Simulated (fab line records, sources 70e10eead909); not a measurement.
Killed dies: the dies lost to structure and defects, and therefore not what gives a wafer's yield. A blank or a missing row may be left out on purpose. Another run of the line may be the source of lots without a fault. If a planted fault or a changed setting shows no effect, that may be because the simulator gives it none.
Matching of chambers ; flow nand harc ; 4 sister chambers for NHARC_P_GATE_DESCUM_48 on rie diel-03
The step chemistry O2, time 3 s. 4 wafers are shown with their chamber, then 10 later ones without.

## WAFERS WITH THEIR CHAMBER
wafer;chamber;showerhead plenum p Torr (Torr)
L086.3;0;2.02
L086.4;1;1.81
L086.2;3;2.05
L086.5;2;1.99

## WAFERS WHOSE CHAMBER IS MISSING
wafer;showerhead plenum p Torr (Torr)
L086.6;2.05
L088.1;2.05
L088.3;2.02
L088.5;1.81
L089.3;1.81
L089.5;1.99
L089.6;2.05
L096.1;2.04
L096.4;1.99
L096.6;2.04

## THE CHAMBER EACH PASSED THROUGH
wafer;from the rows above;in truth
L086.6;3;3
L088.1;3;3
L088.3;0;0
L088.5;1;1
L089.3;1;1
L089.5;2;2
L089.6;3;3
L096.1;3;3
L096.4;2;2
L096.6;3;3
Correct placement for 10 of the 10. Number that these rows cannot place: 0. 0 placed wrongly.
How it was worked out, from the rows above alone: a wafer's distance from a chamber is the root of the sum, over the readings, of the square of ((its reading less the chamber's mean) divided by the reading's scatter). The wafer belongs to the nearest chamber; if the next one is less than 2 further off, it can't be placed. For every chamber, the mean is computed from those of its wafers that are shown. The scatter: root of mean squared gap, hidden wafer to nearest shown wafer, with one shown wafer a chamber.
